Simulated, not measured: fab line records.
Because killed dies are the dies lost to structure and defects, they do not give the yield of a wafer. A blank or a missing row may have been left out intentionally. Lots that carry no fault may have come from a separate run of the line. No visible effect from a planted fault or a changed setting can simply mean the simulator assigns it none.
fab line records	flow nandHarc
record lots=24	wafers=72	lastDay=25
route steps=1159 shown A_SLIT@800 A_WL_FILL@816 A_CONTACT@866
lots untouched by any fault: they come from a run of this same line in which no faults occurred
startH: the number of hours between the record's first day and the start of the first shown wafer of the lot	waitH: hours since the lot's step before	" repeats the value in the row above	L1.1+2: one row covering several wafers at once	- no value, or no start given	* or withheld: withheld	< > ~ a bound
route shown NAME@n: names a module that has steps shown in the file, with the first one's number in the route	usual: the fault-free wafers' mean and standard deviation	same: alike in all rows	chamber/n: place in a boat	sites: per-site readings	_std_site: standard deviation of those values	_edge_site: the outer-site mean with the inner-site mean subtracted	radiusMm: for every site, how far away it sits from the centre of the wafer	mask NAME#n: copy n	behind: the most recent tool/chamber to have shaped the wafer	hold: why the lot was held/for how many hours/how that ended	device: which transistor (n, p or np) failed to switch	end of line: at the end of the route, the tests of the same wafers	a step given without rows: its recipe and nothing more	killed: dies lost to structure and defects at the first sort, not the wafer's yield	map: a wafer's dies, marking killed ones x, the rest . and places with no die _
set.NAME: the setting that was run; set.NAME@STEP: the one run at that earlier step	model.NAME: the simulator's own value behind a step, which no gauge read
steps of the route over a sample of lots; a table a step, a row a wafer
services: when a tool's chamber went out of use (startH, in hours from the record's first day, below 0 if earlier), for how many hours, and the reason
## steps
# step NHARC_A_SLIT_STRIP_18
# recipe o2FlowSccm=500	arFlowSccm=0	biasW=0	chemistry=O2
# usual drypumpMotorCurrentA=5.6/0.53	oesProductAu=0.998/0.01	rfVppV=58.0/0.94	showerheadPlenumPTorr=3.57/0.18	throttleValvePct=17.036/0.0088
lot.wafer	tool	chamber	startH	waitH	drypumpMotorCurrentA	oesProductAu	rfHoursCounterH	rfVppV	showerheadPlenumPTorr	throttleValvePct
L074.3	rieDiel-08	1	-	-	5.7	0.994	0	59.4	3.62	17.048
L074.2	"	2	"	"	6.4	1.001	0	57.8	3.65	17.022
L074.4	"	3	"	"	5.3	1.006	0	58.9	3.75	17.029
L075.3	rieDiel-10	3	-	-	6.1	0.978	10	57.0	3.50	17.031
L075.1	"	0	"	"	5.3	0.992	10	55.9	3.31	17.049
L075.4	"	1	"	"	5.5	1.011	10	59.2	3.60	17.038
L076.3	rieDiel-08	1	-	-	5.7	1.017	1	57.8	3.62	17.041
L076.1	"	2	"	"	6.4	1.015	2	59.1	3.65	17.025
L076.6	"	1	"	"	5.7	1.014	-	57.4	3.62	17.027
L077.3	rieDiel-12	3	-	-	6.0	1.005	10	57.8	3.31	17.032
L077.1	"	0	"	"	6.4	0.992	11	60.0	3.78	17.046
L077.5	"	2	"	"	5.4	0.999	-	58.0	3.79	17.033
L080.2	rieDiel-12	1	-	-	6.1	1.010	11	57.7	3.65	17.034
L080.5	"	3	"	"	6.0	1.006	-	57.0	3.31	17.028
L080.6	"	0	"	"	6.4	0.989	-	58.1	3.78	17.038
L079.1	rieDiel-08	3	-	-	5.3	1.005	3	57.6	3.75	17.021
L079.4	"	1	"	"	5.7	1.005	2	60.1	3.62	17.038
L079.5	"	0	"	"	4.8	1.011	-	57.5	3.74	17.043
L078.2	rieDiel-08	3	-	-	5.3	0.989	3	58.7	3.75	17.040
L078.5	"	1	"	"	5.7	0.992	-	58.7	3.62	17.055
L078.6	"	2	"	"	6.4	1.002	-	57.9	3.65	17.038
L082.2	rieDiel-12	0	-	-	6.4	0.993	14	57.4	3.77	17.030
L082.1	"	2	"	"	5.4	0.990	12	59.4	3.79	17.047
L082.6	"	3	"	"	6.0	1.014	-	57.9	3.30	17.038
L081.2	rieDiel-10	2	-	-	4.9	0.975	0	56.4	3.29	17.025
L081.5	"	3	"	"	6.0	0.976	-	58.2	3.50	17.028
L081.6	"	0	"	"	5.3	0.994	-	56.6	3.31	17.036
L084.1	rieDiel-08	2	-	-	6.5	1.005	5	59.4	3.65	17.036
L084.5	"	2	"	"	6.4	1.002	-	57.6	3.65	17.023
L084.6	"	3	"	"	5.3	0.996	-	58.4	3.75	17.054
L083.4	rieDiel-10	2	-	-	4.9	0.989	1	57.5	3.29	17.057
L083.3	"	1	"	"	5.4	0.998	1	58.9	3.60	17.038
L083.5	"	3	"	"	6.0	0.981	-	55.2	3.50	17.044
L085.3	rieDiel-10	1	-	-	5.4	1.011	2	57.9	3.60	17.031
L085.2	"	2	"	"	4.9	0.987	2	56.3	3.29	17.037
L085.4	"	0	"	"	5.3	0.988	2	57.9	3.31	17.038
L088.2	rieDiel-10	1	-	-	5.4	0.998	3	58.7	3.60	17.044
L088.6	"	3	"	"	6.0	0.975	-	58.0	3.49	17.027
L088.5	"	0	"	"	5.3	0.991	-	57.7	3.31	17.036
L086.3	rieDiel-10	0	-	-	5.3	0.989	4	57.9	3.31	17.055
L086.4	"	1	"	"	5.4	0.990	3	56.9	3.60	17.039
L086.6	"	2	"	"	4.9	0.992	-	57.0	3.29	17.035
L089.3	rieDiel-12	0	-	-	6.4	1.002	2	56.9	3.77	17.036
L089.4	"	1	"	"	6.2	1.001	2	58.4	3.65	17.033
L089.5	"	3	"	"	6.0	0.982	-	58.0	3.30	17.028
L087.2	rieDiel-08	2	-	-	6.4	1.013	8	58.1	3.65	17.028
L087.4	"	3	"	"	5.3	1.002	7	59.5	3.75	17.042
L087.3	"	1	"	"	5.7	0.989	5	57.7	3.62	17.045
L090.1	rieDiel-12	3	-	-	6.0	0.977	4	55.3	3.30	17.036
L090.4	"	0	"	"	6.4	0.999	4	57.5	3.77	17.049
L090.3	"	2	"	"	5.4	0.998	4	58.3	3.78	17.043
L092.1	rieDiel-10	0	-	-	5.3	1.003	7	57.3	3.31	17.027
L092.2	"	3	"	"	6.0	0.993	7	57.7	3.49	17.044
L092.5	"	1	"	"	5.4	1.002	-	57.3	3.60	17.012
L091.2	rieDiel-08	0	-	-	4.8	1.012	8	57.7	3.73	17.027
L091.4	"	1	"	"	5.7	1.009	7	58.1	3.62	17.036
L091.3	"	2	"	"	6.4	1.015	9	57.1	3.65	17.033
L094.1	rieDiel-10	0	-	-	5.3	1.007	8	58.9	3.30	17.042
L094.3	"	2	"	"	4.9	0.986	9	58.3	3.29	17.019
L094.5	"	1	"	"	5.5	0.985	-	59.7	3.60	17.030
L095.4	rieDiel-12	2	-	-	5.4	0.996	5	57.8	3.78	17.038
L095.2	"	0	"	"	6.4	1.000	4	60.1	3.77	17.021
L095.6	"	2	"	"	5.4	0.998	-	58.3	3.78	17.021
L096.1	rieDiel-08	0	-	-	4.8	1.006	9	58.9	3.73	17.037
L096.3	"	1	"	"	5.7	1.001	8	58.9	3.62	17.038
L096.5	"	1	"	"	5.7	1.001	-	56.9	3.62	17.024
L093.2	rieDiel-10	2	-	-	4.9	0.991	9	57.5	3.29	17.035
L093.4	"	3	"	"	6.0	0.989	8	57.7	3.49	17.057
L093.5	"	0	"	"	5.3	1.007	-	57.9	3.30	17.022
L097.2	rieDiel-08	3	-	-	5.3	0.994	10	58.7	3.75	17.036
L097.3	"	0	"	"	4.8	0.998	9	58.0	3.73	17.035
L097.4	"	2	"	"	6.4	1.004	11	56.7	3.64	17.055
# step NHARC_A_WL_FILL_STRIP_27
# recipe powerW=1500	tempC=250	timeS=20	chemistry=N2/H2
# usual drypumpMotorCurrentA=5.7/0.44	heaterPowerW=316/45
lot.wafer	tool	chamber	startH	waitH	drypumpMotorCurrentA	heaterPowerW	rfHoursCounterH
L074.2	plasmaAsher-01	0	328.56	0.2	5.6	248	14
L074.3	"	0	"	"	5.7	241	-
L074.4	"	1	"	"	5.3	289	-
L075.1	plasmaAsher-02	1	353.58	0.4	5.4	335	56
L075.4	"	0	"	"	6.4	372	-
L075.3	"	1	"	"	5.4	343	-
L077.1	plasmaAsher-01	0	356.13	0.1	5.6	234	23
L077.3	"	1	"	"	5.3	288	-
L077.5	"	0	"	"	5.6	239	-
L076.1	plasmaAsher-02	1	357.40	0.1	5.4	341	57
L076.3	"	0	"	"	6.4	378	-
L076.6	"	1	"	"	5.4	330	-
L079.1	plasmaAsher-02	0	359.47	0.1	6.4	368	58
L079.4	"	1	"	"	5.4	331	-
L079.5	"	1	"	"	5.4	330	-
L078.2	plasmaAsher-01	0	360.30	0.2	5.6	239	24
L078.5	"	1	"	"	5.3	282	-
L078.6	"	0	"	"	5.6	244	-
L080.2	plasmaAsher-01	1	362.62	0.4	5.3	293	25
L080.5	"	0	"	"	5.6	243	-
L080.6	"	1	"	"	5.4	292	-
L082.2	plasmaAsher-01	0	395.42	0.1	5.7	240	38
L082.1	"	1	"	"	5.3	289	38
L082.6	"	0	"	"	5.7	252	-
L081.2	plasmaAsher-02	1	395.72	0.1	5.4	314	7
L081.5	"	0	"	"	6.4	380	-
L081.6	"	1	"	"	5.4	315	-
L084.1	plasmaAsher-02	0	399.79	0.2	6.4	370	9
L084.6	"	1	"	"	5.4	314	-
L084.5	"	0	"	"	6.4	371	-
L083.4	plasmaAsher-01	1	399.84	0.1	5.3	287	-
L083.3	"	0	"	"	5.6	245	-
L083.5	"	0	"	"	5.6	245	-
L085.2	plasmaAsher-02	0	403.48	0.1	6.4	366	10
L085.3	"	1	"	"	5.4	308	-
L085.4	"	0	"	"	6.4	363	-
L088.2	plasmaAsher-02	0	424.53	0.1	6.4	368	17
L088.6	"	0	"	"	6.4	374	-
L088.5	"	1	"	"	5.4	322	-
L086.4	plasmaAsher-01	0	424.94	0.1	5.6	245	-
L086.3	"	1	"	"	5.3	293	-
L086.6	"	0	"	"	5.6	243	-
L087.2	plasmaAsher-02	0	427.77	0.1	6.4	367	19
L087.4	"	0	"	"	6.4	373	-
L087.3	"	1	"	"	5.4	315	-
L089.3	plasmaAsher-02	0	431.07	0.1	6.4	372	-
L089.4	"	1	"	"	5.4	314	-
L089.5	"	0	"	"	6.4	370	-
L090.1	plasmaAsher-02	0	455.62	0.4	6.4	370	30
L090.3	"	0	"	"	6.4	369	-
L090.4	"	1	"	"	5.4	313	-
L091.2	plasmaAsher-02	1	456.05	0.1	5.4	317	30
L091.4	"	1	"	"	5.4	316	-
L091.3	"	0	"	"	6.4	365	-
L092.1	plasmaAsher-02	0	458.28	0.2	6.4	370	31
L092.2	"	1	"	"	5.4	318	31
L092.5	"	1	"	"	5.4	311	-
L094.1	plasmaAsher-02	0	461.39	0.7	6.4	359	32
L094.3	"	0	"	"	6.4	364	-
L094.5	"	0	"	"	6.4	371	-
L095.2	plasmaAsher-02	0	461.81	0.5	6.4	365	32
L095.4	"	1	"	"	5.4	311	-
L095.6	"	1	"	"	5.4	315	-
L093.2	plasmaAsher-01	1	464.24	0.1	5.3	280	1
L093.4	"	0	"	"	5.6	279	-
L093.5	"	0	"	"	5.6	271	-
L096.1	plasmaAsher-01	0	464.72	0.3	5.6	272	1
L096.3	"	1	"	"	5.3	287	-
L096.5	"	0	"	"	5.6	274	-
L097.2	plasmaAsher-02	0	467.07	0.1	6.4	378	34
L097.3	"	1	"	"	5.4	314	-
L097.4	"	0	"	"	6.4	367	-
# step NHARC_A_WL_FILL_INSPECT_15
# usual rawDefectCount=391/120
lot.wafer	tool	chamber	startH	waitH	rawDefectCount
L074.2	defectInspect-02	-	350.58	0.0	465
L074.3	"	-	"	"	345
L074.4	"	-	"	"	299
L075.1	defectInspect-02	-	374.51	0.0	408
L075.3	"	-	"	"	504
L075.4	"	-	"	"	483
L077.1	defectInspect-01	-	374.58	0.0	271
L077.3	"	-	"	"	454
L077.5	"	-	"	"	252
L076.1	defectInspect-02	-	379.53	0.0	463
L076.3	"	-	"	"	297
L076.6	"	-	"	"	327
L079.1	defectInspect-01	-	379.70	0.0	460
L079.4	"	-	"	"	330
L079.5	"	-	"	"	421
L078.2	defectInspect-02	-	387.45	0.0	373
L078.5	"	-	"	"	415
L078.6	"	-	"	"	305
L080.2	defectInspect-02	-	391.72	0.0	287
L080.5	"	-	"	"	340
L080.6	"	-	"	"	347
L082.1	defectInspect-02	-	416.76	0.0	330
L082.2	"	-	"	"	364
L082.6	"	-	"	"	466
L081.2	defectInspect-02	-	416.85	0.0	426
L081.5	"	-	"	"	622
L081.6	"	-	"	"	282
L083.3	defectInspect-01	-	421.89	0.0	319
L083.4	"	-	"	"	295
L083.5	"	-	"	"	266
L084.1	defectInspect-01	-	422.04	0.0	330
L084.5	"	-	"	"	574
L084.6	"	-	"	"	464
L085.2	defectInspect-02	-	429.09	0.1	206
L085.3	"	-	"	"	266
L085.4	"	-	"	"	276
L086.3	defectInspect-01	-	447.63	0.0	522
L086.4	"	-	"	"	465
L086.6	"	-	"	"	580
L087.2	defectInspect-01	-	447.76	0.0	398
L087.3	"	-	"	"	432
L087.4	"	-	"	"	351
L088.2	defectInspect-02	-	451.94	0.0	299
L088.5	"	-	"	"	331
L088.6	"	-	"	"	474
L089.3	defectInspect-01	-	453.54	0.0	260
L089.4	"	-	"	"	258
L089.5	"	-	"	"	308
L091.2	defectInspect-01	-	477.28	0.0	346
L091.3	"	-	"	"	635
L091.4	"	-	"	"	463
L090.1	defectInspect-01	-	477.41	0.0	471
L090.3	"	-	"	"	460
L090.4	"	-	"	"	334
L092.1	defectInspect-01	-	482.09	0.0	335
L092.2	"	-	"	"	253
L092.5	"	-	"	"	311
L094.1	defectInspect-01	-	495.13	0.0	287
L094.3	"	-	"	"	564
L094.5	"	-	"	"	393
L095.2	defectInspect-01	-	497.33	0.0	326
L095.4	"	-	"	"	255
L095.6	"	-	"	"	587
L096.1	defectInspect-01	-	499.45	0.0	574
L096.3	"	-	"	"	513
L096.5	"	-	"	"	364
L093.2	defectInspect-02	-	501.74	0.0	384
L093.4	"	-	"	"	405
L093.5	"	-	"	"	542
L097.2	defectInspect-01	-	503.85	0.0	255
L097.3	"	-	"	"	349
L097.4	"	-	"	"	293
# step NHARC_A_CONTACT_ETCH_115
# recipe sourceW=withheld	pressureMtorr=20	biasV=3000	timeS=94	targetDepthA=9220	arFlowSccm=withheld	c4f8FlowSccm=withheld	o2FlowSccm=withheld	chemistry=C4F8/O2/Ar
# usual oesAirLineAu=1.002/0.019
lot.wafer	tool	chamber	startH	waitH	oesAirLineAu	rfHoursCounterH
L074.2	harCapEtch-03	0	358.96	0.1	1.035	79
L074.3	"	1	"	"	1.012	-
L074.4	"	0	"	"	0.993	-
L075.1	harCapEtch-01	0	383.04	0.1	0.988	57
L075.4	"	1	"	"	1.009	-
L075.3	"	0	"	"	0.981	-
L077.1	harCapEtch-02	1	383.11	0.1	0.998	11
L077.3	"	0	"	"	0.992	-
L077.5	"	0	"	"	0.995	-
L076.1	harCapEtch-02	0	386.68	0.1	1.018	12
L076.3	"	0	"	"	1.011	-
L076.6	"	0	"	"	0.998	-
L079.1	harCapEtch-01	1	387.61	0.1	1.011	58
L079.4	"	1	"	"	1.002	-
L079.5	"	1	"	"	1.008	-
L078.2	harCapEtch-01	1	393.03	0.1	0.994	59
L078.5	"	0	"	"	0.970	-
L078.6	"	1	"	"	0.981	-
L080.2	harCapEtch-01	1	397.27	0.1	0.998	61
L080.6	"	1	"	"	0.974	-
L080.5	"	0	"	"	0.978	-
L082.2	harCapEtch-01	0	422.88	0.1	0.994	63
L082.1	"	1	"	"	0.983	63
L082.6	"	0	"	"	0.966	-
L081.2	harCapEtch-03	0	422.89	0.1	0.985	91
L081.6	"	0	"	"	1.041	-
L081.5	"	1	"	"	1.013	-
L083.3	harCapEtch-02	0	427.70	0.1	1.056	-
L083.4	"	1	"	"	0.990	-
L083.5	"	1	"	"	0.996	-
L084.1	harCapEtch-01	0	428.16	0.1	1.007	65
L084.5	"	1	"	"	1.000	-
L084.6	"	0	"	"	0.990	-
L085.2	harCapEtch-03	0	435.19	0.1	0.994	93
L085.3	"	0	"	"	1.001	-
L085.4	"	1	"	"	1.001	-
L086.4	harCapEtch-02	1	453.68	0.1	0.987	-
L086.3	"	0	"	"	1.024	-
L086.6	"	1	"	"	0.990	-
L087.2	harCapEtch-03	1	453.73	0.1	1.005	96
L087.3	"	1	"	"	0.971	-
L087.4	"	0	"	"	1.030	-
L088.2	harCapEtch-01	1	459.92	0.1	0.996	69
L088.5	"	0	"	"	1.017	-
L088.6	"	1	"	"	0.987	-
L089.4	harCapEtch-03	0	460.09	0.1	1.013	-
L089.3	"	1	"	"	0.991	-
L089.5	"	1	"	"	1.027	-
L091.2	harCapEtch-03	1	484.12	0.1	1.052	101
L091.3	"	1	"	"	1.028	-
L091.4	"	0	"	"	0.983	-
L090.1	harCapEtch-01	0	484.35	0.1	0.973	72
L090.4	"	0	"	"	0.993	-
L090.3	"	1	"	"	1.018	-
L092.1	harCapEtch-02	0	493.19	0.1	1.007	28
L092.2	"	1	"	"	1.001	28
L092.5	"	0	"	"	1.011	-
L094.1	harCapEtch-03	0	500.67	0.1	0.997	103
L094.3	"	1	"	"	0.996	-
L094.5	"	0	"	"	1.004	-
L095.2	harCapEtch-01	1	503.16	0.1	0.973	76
L095.4	"	1	"	"	1.006	-
L095.6	"	1	"	"	1.025	-
L096.1	harCapEtch-03	1	504.94	0.1	0.978	105
L096.3	"	0	"	"	0.998	-
L096.5	"	1	"	"	1.020	-
L093.2	harCapEtch-01	0	508.94	0.1	1.002	77
L093.4	"	0	"	"	0.996	-
L093.5	"	1	"	"	1.010	-
L097.2	harCapEtch-01	1	511.26	0.1	0.994	78
L097.3	"	0	"	"	1.025	-
L097.4	"	1	"	"	0.992	-
# step NHARC_A_CONTACT_ETCH_120
# recipe sourceW=withheld	pressureMtorr=20	biasV=3000	timeS=94	targetDepthA=9220	arFlowSccm=withheld	c4f8FlowSccm=withheld	o2FlowSccm=withheld	chemistry=C4F8/O2/Ar
# usual oesAirLineAu=1.000/0.02
lot.wafer	tool	chamber	startH	waitH	oesAirLineAu	rfHoursCounterH
L074.2	harCapEtch-03	0	359.41	0.1	0.985	79
L074.3	"	1	"	"	0.997	-
L074.4	"	0	"	"	0.987	-
L077.1	harCapEtch-02	1	383.57	0.1	0.996	11
L077.3	"	0	"	"	1.014	-
L077.5	"	0	"	"	1.029	-
L075.1	harCapEtch-01	0	383.64	0.1	1.021	57
L075.4	"	1	"	"	1.001	-
L075.3	"	0	"	"	1.003	-
L076.1	harCapEtch-02	0	387.13	0.1	1.004	12
L076.3	"	0	"	"	0.995	-
L076.6	"	0	"	"	0.986	-
L079.1	harCapEtch-01	1	388.22	0.1	0.983	59
L079.4	"	1	"	"	0.975	-
L079.5	"	1	"	"	0.994	-
L078.2	harCapEtch-01	1	393.49	0.1	1.009	60
L078.5	"	0	"	"	1.034	-
L078.6	"	1	"	"	0.987	-
L080.2	harCapEtch-01	1	397.73	0.1	0.996	61
L080.6	"	1	"	"	1.025	-
L080.5	"	0	"	"	0.979	-
L082.2	harCapEtch-01	0	423.33	0.1	1.015	64
L082.1	"	1	"	"	0.979	64
L082.6	"	0	"	"	0.995	-
L081.2	harCapEtch-03	0	423.49	0.1	1.010	91
L081.6	"	0	"	"	0.992	-
L081.5	"	1	"	"	0.999	-
L083.3	harCapEtch-02	0	428.16	0.1	1.020	-
L083.4	"	1	"	"	1.012	-
L083.5	"	1	"	"	1.032	-
L084.1	harCapEtch-01	0	428.61	0.1	1.010	65
L084.5	"	1	"	"	1.021	-
L084.6	"	0	"	"	0.992	-
L085.2	harCapEtch-03	0	435.64	0.1	1.001	94
L085.3	"	0	"	"	0.997	-
L085.4	"	1	"	"	1.004	-
L086.4	harCapEtch-02	1	454.29	0.1	1.047	-
L086.3	"	0	"	"	0.962	-
L086.6	"	1	"	"	0.985	-
L087.2	harCapEtch-03	1	454.33	0.1	1.024	96
L087.3	"	1	"	"	1.045	-
L087.4	"	0	"	"	0.966	-
L088.2	harCapEtch-01	1	460.53	0.1	0.982	70
L088.5	"	0	"	"	1.001	-
L088.6	"	1	"	"	0.987	-
L089.4	harCapEtch-03	0	460.54	0.1	0.984	-
L089.3	"	1	"	"	0.998	-
L089.5	"	1	"	"	0.996	-
L091.2	harCapEtch-03	1	484.57	0.1	0.997	101
L091.3	"	1	"	"	0.995	-
L091.4	"	0	"	"	1.017	-
L090.1	harCapEtch-01	0	484.80	0.1	0.966	73
L090.4	"	0	"	"	0.983	-
L090.3	"	1	"	"	1.016	-
L092.1	harCapEtch-02	0	493.79	0.1	1.025	28
L092.2	"	1	"	"	0.998	28
L092.5	"	0	"	"	1.009	-
L094.1	harCapEtch-03	0	501.12	0.1	1.033	104
L094.3	"	1	"	"	1.023	-
L094.5	"	0	"	"	1.012	-
L095.2	harCapEtch-01	1	503.62	0.1	0.972	76
L095.4	"	1	"	"	1.006	-
L095.6	"	1	"	"	0.975	-
L096.1	harCapEtch-03	1	505.40	0.1	0.992	105
L096.3	"	0	"	"	1.027	-
L096.5	"	1	"	"	0.996	-
L093.2	harCapEtch-01	0	509.39	0.1	0.951	77
L093.4	"	0	"	"	0.978	-
L093.5	"	1	"	"	1.019	-
L097.2	harCapEtch-01	1	511.72	0.1	0.973	78
L097.3	"	0	"	"	0.985	-
L097.4	"	1	"	"	0.985	-
# step NHARC_A_CONTACT_ETCH_90
# recipe targetDepthA=400	overEtchFrac=0.5	timeS=85.7	ionEnergyEv=120	ch3fFlowSccm=50	o2FlowSccm=30	arFlowSccm=200	rfW=500	biasW=100	chemistry=CH3F/O2
# usual drypumpMotorCurrentA=5.6/0.38	oesProductAu=0.95/0.036	rfFwdPowerW=496.2/1.7	rfVppV=243.3/1.4	showerheadPlenumPTorr=2.38/0.088	throttleValvePct=20.663/0.0096
# same overEtchFrac=0.5
lot.wafer	tool	chamber	startH	waitH	drypumpMotorCurrentA	oesProductAu	rfFwdPowerW	rfHoursCounterH	rfVppV	showerheadPlenumPTorr	throttleValvePct
L074.2	rieDiel-05	2	360.29	0.5	5.6	1.00	496.4	3	242.8	2.36	20.668
L074.4	"	3	"	"	5.5	1.03	496.3	3	242.9	2.36	20.679
L074.3	"	0	"	"	5.6	1.01	497.4	3	240.5	2.31	20.661
L077.1	rieDiel-05	1	384.46	0.6	5.4	0.99	493.4	8	242.6	2.38	20.667
L077.3	"	2	"	"	5.6	0.98	496.4	9	243.1	2.36	20.667
L077.5	"	1	"	"	5.4	1.00	491.4	-	243.6	2.38	20.668
L075.1	rieDiel-05	0	384.70	0.6	5.6	0.93	494.4	8	243.0	2.30	20.654
L075.3	"	1	"	"	5.4	0.93	493.6	8	243.2	2.38	20.668
L075.4	"	2	"	"	5.6	0.91	497.7	9	242.2	2.36	20.664
L076.1	rieDiel-05	0	387.99	0.5	5.6	0.93	496.6	9	242.5	2.30	20.678
L076.3	"	1	"	"	5.4	0.93	495.6	9	243.3	2.38	20.642
L076.6	"	1	"	"	5.4	0.93	497.2	-	242.7	2.38	20.671
L079.1	rieDiel-11	3	389.26	0.6	5.5	0.93	497.1	3	243.1	2.33	20.659
L079.4	"	2	"	"	5.1	0.92	497.6	4	243.4	2.35	20.654
L079.5	"	3	"	"	5.5	0.93	497.4	-	242.9	2.33	20.655
L078.2	rieDiel-05	3	394.38	0.5	5.5	0.95	496.0	11	242.3	2.36	20.661
L078.5	"	0	"	"	5.5	0.93	495.3	-	241.3	2.30	20.669
L078.6	"	1	"	"	5.4	0.93	494.5	-	244.1	2.38	20.676
L080.2	rieDiel-07	1	398.59	0.5	6.4	0.93	496.0	56	246.4	2.52	20.657
L080.6	"	1	"	"	6.4	0.94	496.5	-	244.2	2.52	20.656
L080.5	"	2	"	"	6.7	0.92	496.6	-	243.4	2.41	20.661
L082.2	rieDiel-05	2	424.21	0.5	5.6	0.91	494.3	17	243.8	2.36	20.660
L082.1	"	1	"	"	5.4	0.92	495.4	13	243.9	2.38	20.647
L082.6	"	3	"	"	5.5	0.95	497.2	-	243.1	2.36	20.654
L081.2	rieDiel-05	3	424.60	0.7	5.5	1.00	497.5	15	244.4	2.36	20.677
L081.6	"	1	"	"	5.4	0.96	493.8	-	243.5	2.38	20.677
L081.5	"	2	"	"	5.6	0.96	497.6	-	243.7	2.36	20.660
L083.3	rieDiel-05	2	429.01	0.4	5.6	0.91	494.7	19	243.1	2.36	20.663
L083.4	"	1	"	"	5.4	0.92	493.3	16	243.6	2.37	20.667
L083.5	"	3	"	"	5.5	0.94	498.5	-	243.1	2.36	20.663
L084.1	rieDiel-05	2	429.51	0.5	5.7	0.91	498.7	19	243.9	2.36	20.668
L084.5	"	0	"	"	5.6	0.94	494.5	-	243.4	2.30	20.645
L084.6	"	1	"	"	5.4	0.90	492.9	-	243.4	2.38	20.665
L085.3	rieDiel-05	3	436.51	0.4	5.5	1.03	497.2	19	243.4	2.35	20.667
L085.2	"	0	"	"	5.6	1.01	497.5	19	242.0	2.30	20.676
L085.4	"	1	"	"	5.4	1.00	495.6	17	244.3	2.37	20.653
L087.3	rieDiel-05	3	455.30	0.4	5.5	0.97	494.8	21	243.3	2.35	20.658
L087.4	"	0	"	"	5.6	0.98	493.4	22	241.9	2.30	20.682
L087.2	"	1	"	"	5.4	0.97	494.6	19	243.2	2.37	20.659
L086.4	rieDiel-11	1	455.32	0.5	5.1	0.93	496.2	27	244.1	2.30	20.661
L086.3	"	3	"	"	5.5	0.93	497.7	28	241.7	2.32	20.648
L086.6	"	2	"	"	5.1	0.94	495.4	-	242.8	2.34	20.666
L089.4	rieDiel-05	2	461.40	0.5	5.6	0.98	495.7	24	243.7	2.35	20.681
L089.3	"	0	"	"	5.5	1.01	496.9	23	241.7	2.30	20.664
L089.5	"	2	"	"	5.6	0.98	496.2	-	241.4	2.35	20.656
L088.2	rieDiel-07	1	461.60	0.6	6.4	1.01	498.6	17	246.2	2.52	20.648
L088.5	"	0	"	"	5.3	1.01	495.9	-	247.2	2.65	20.675
L088.6	"	1	"	"	6.4	1.02	495.4	-	246.8	2.52	20.657
L091.3	rieDiel-05	0	485.44	0.4	5.6	0.96	496.3	26	241.8	2.30	20.673
L091.4	"	1	"	"	5.4	0.94	496.2	23	242.4	2.37	20.653
L091.2	"	3	"	"	5.5	0.96	496.5	25	241.4	2.35	20.659
L090.1	rieDiel-11	2	485.69	0.6	5.1	0.94	496.0	35	242.5	2.33	20.650
L090.3	"	3	"	"	5.5	0.94	499.9	37	241.9	2.32	20.674
L090.4	"	0	"	"	6.0	0.93	493.8	37	242.9	2.48	20.677
L092.1	rieDiel-07	0	494.86	0.6	5.3	1.01	496.6	23	247.3	2.65	20.673
L092.2	"	1	"	"	6.4	1.02	497.2	24	244.8	2.51	20.664
L092.5	"	0	"	"	5.3	1.01	495.8	-	247.2	2.65	20.662
L094.3	rieDiel-11	2	502.00	0.4	5.1	0.92	499.9	39	242.2	2.33	20.669
L094.1	"	1	"	"	5.1	0.91	499.1	38	242.3	2.30	20.673
L094.5	"	3	"	"	5.5	0.93	500.1	-	242.8	2.32	20.657
L095.2	rieDiel-05	2	504.48	0.5	5.6	0.91	497.9	29	243.5	2.35	20.664
L095.4	"	3	"	"	5.5	0.94	495.1	-	244.3	2.35	20.657
L095.6	"	0	"	"	5.5	0.92	496.8	-	241.9	2.30	20.661
L096.3	rieDiel-11	0	506.27	0.4	6.0	0.93	497.2	42	245.0	2.48	20.670
L096.1	"	3	"	"	5.5	0.92	497.4	42	241.5	2.32	20.653
L096.5	"	0	"	"	6.0	0.93	497.5	-	245.1	2.48	20.668
L093.2	rieDiel-07	1	510.27	0.5	6.4	0.93	497.2	30	244.2	2.51	20.669
L093.4	"	2	"	"	6.7	0.92	493.5	33	241.8	2.39	20.663
L093.5	"	2	"	"	6.7	0.91	493.0	-	242.5	2.39	20.664
L097.3	rieDiel-11	3	512.58	0.4	5.5	0.92	500.1	45	240.8	2.31	20.670
L097.2	"	0	"	"	6.0	0.93	495.9	45	243.9	2.48	20.660
L097.4	"	2	"	"	5.1	0.92	498.9	44	244.2	2.33	20.684
## services
tool	chamber	startH	hours	kind
rieDiel-08	-	301.87	9.0	pm
harCapEtch-02	-	305.00	17.0	pm
rieDiel-07	-	335.76	2.1	repair
rieDiel-05	-	341.53	9.0	pm
rieDiel-10	-	353.50	9.0	pm
plasmaAsher-02	-	360.00	9.0	pm
rieDiel-12	1	366.55	8.4	repair
rieDiel-10	3	369.45	2.4	repair
rieDiel-11	-	369.76	9.0	pm
rieDiel-12	-	379.40	9.0	pm
rieDiel-08	1	390.13	22.3	repair
plasmaAsher-02	-	390.89	1.3	repair
rieDiel-05	1	402.40	9.1	repair
rieDiel-05	3	404.23	2.5	repair
rieDiel-07	-	405.52	9.0	pm
rieDiel-12	-	424.68	1.2	repair
rieDiel-08	-	446.94	0.2	repair
plasmaAsher-01	-	453.25	9.0	pm
rieDiel-08	-	478.87	9.0	pm
rieDiel-12	-	487.60	0.5	repair
rieDiel-05	2	490.41	3.5	repair
rieDiel-08	-	490.64	0.8	repair
rieDiel-10	2	494.09	71.9	repair
rieDiel-05	1	500.95	8.1	repair
## key
fault none
